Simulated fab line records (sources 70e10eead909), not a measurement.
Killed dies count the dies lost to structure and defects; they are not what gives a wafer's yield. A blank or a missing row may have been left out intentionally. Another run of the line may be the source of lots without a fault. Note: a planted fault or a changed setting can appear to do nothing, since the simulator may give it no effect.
A struck lot beside a sound one | flow nand-harc | 19 out of 1302 route steps
Sound: the wafers L885.3, L885.5, L885.6. Wafers L893.2, L893.4, L893.6 were the ones struck. The cause comes at the end.
At each step with rows: each side's tool, then ch and its chambers, then its first start. Under that, the readings that differ: sound wafers | struck wafers | difference of the means | sigmas: that difference in standard deviations of wafers without a fault.
alike: readings whose means differ by less than 2 such deviations, and words and numbers that are the same on both sides. not compared: withheld readings, readings that some wafer has no value for, bounds like >300 that may hide the same value, and numbers for which the record gives no deviation and whose values overlap.
A row with sigmas, a row that says differs or no value, or rows on one side alone: a step with any of these is where the two part. When numbers do not overlap yet have no deviation, they are printed without sigmas and do not part them. A reading that every wafer of one side lacks parts them only if that side has two wafers or more.

NHARC_P_ZERO_WELL_CD_MEAS_37 targets a cd of 720 nm.
  sound on cd-sem-01 ch 0, day 2 00:16; struck on cd-sem-01 ch 0, day 5 08:15
  reading    | sound             | struck            | difference | sigmas
  cd-nm (nm) | 724.5 723.4 722.4 | 719.3 720.3 717.8 | -4.3       | -3
then, 1 step without rows for these wafers: NHARC_P_ZERO_WELL_HARDBAKE_38 (time 80 s).
NHARC_P_ZERO_WELL_DESCUM_39: chemistry O2, time 3 s.
  sound on rie-diel-08 ch 0,1,2, day 2 00:57; struck on rie-diel-08 ch 0,1,3, day 5 08:25
  alike: drypump-motor-current-A, mfc-ar-sccm, oes-product-au, rf-vpp-V, showerhead-plenum-p-Torr, throttle-valve-pct
  not compared: rf-hours-counter-h
then, 9 steps without rows for these wafers: NHARC_P_ZERO_WELL_IMPLANT_40; NHARC_P_ZERO_WELL_IMPLANT_59; NHARC_P_ZERO_WELL_IMPLANT_60; NHARC_P_ZERO_WELL_STRIP_41 (strips in SPM, time 840 s); NHARC_P_ZERO_WELL_DEHYDRATE_44 (time 120 s); NHARC_P_ZERO_WELL_HMDS_45 (time 30 s); NHARC_P_ZERO_WELL_COAT_46; NHARC_P_ZERO_WELL_SOFTBAKE_47 (time 95 s); NHARC_P_ZERO_WELL_EBR_48.
NHARC_P_ZERO_WELL_EXPOSE_49: exposes mask P HVPW, target cd 2000 nm.
  sound on krf-scanner-01 ch 0, day 2 02:07; struck on krf-scanner-01 ch 0, day 5 09:37
  reading | sound                      | struck                              | difference | sigmas
  mask    | P_HVPW#0 P_HVPW#0 P_HVPW#0 | P_HVPW_R1#0 P_HVPW_R1#0 P_HVPW_R1#0 | differs    |
  alike: exposure-dose-mJ-cm2, reticle-temp-C
then, 2 steps without rows for these wafers: NHARC_P_ZERO_WELL_PEB_50 (peb time 85 s); NHARC_P_ZERO_WELL_DEVELOP_51 (time 70 s).
NHARC_P_ZERO_WELL_CD_MEAS_52 targets a cd of 2000 nm.
  sound on cd-sem-02 ch 0, day 2 02:16; struck on cd-sem-03 ch 0, day 5 09:46
  reading    | sound                | struck               | difference | sigmas
  cd-nm (nm) | 2001.9 2001.7 1999.9 | 1987.1 1984.6 1984.4 | -15.8      | -10
then, 1 step without rows for these wafers: NHARC_P_ZERO_WELL_HARDBAKE_53 (time 80 s).
NHARC_P_ZERO_WELL_DESCUM_54: chemistry O2, time 3 s.
  sound on rie-diel-07 ch 1,2,3, day 2 02:28; struck on rie-diel-08 ch 0,1,2, day 5 09:56
  reading                      | sound          | struck         | difference | sigmas
  model.P_ZERO_WELL.cd-nm (nm) | 2002 2002 2000 | 1987 1985 1985 | -16        |
  alike: drypump-motor-current-A, mfc-ar-sccm, oes-product-au, rf-vpp-V, showerhead-plenum-p-Torr, throttle-valve-pct
  not compared: rf-hours-counter-h
then, 1 step without rows for these wafers: NHARC_P_ZERO_WELL_IMPLANT_55.

== WHERE THEY PART ==
First at NHARC_P_ZERO_WELL_CD_MEAS_37; last, within this record, at NHARC_P_ZERO_WELL_CD_MEAS_52. Later steps at which nothing parts them and some readings are alike: NHARC_P_ZERO_WELL_DESCUM_54.

WHY: whatever the simulator had introduced
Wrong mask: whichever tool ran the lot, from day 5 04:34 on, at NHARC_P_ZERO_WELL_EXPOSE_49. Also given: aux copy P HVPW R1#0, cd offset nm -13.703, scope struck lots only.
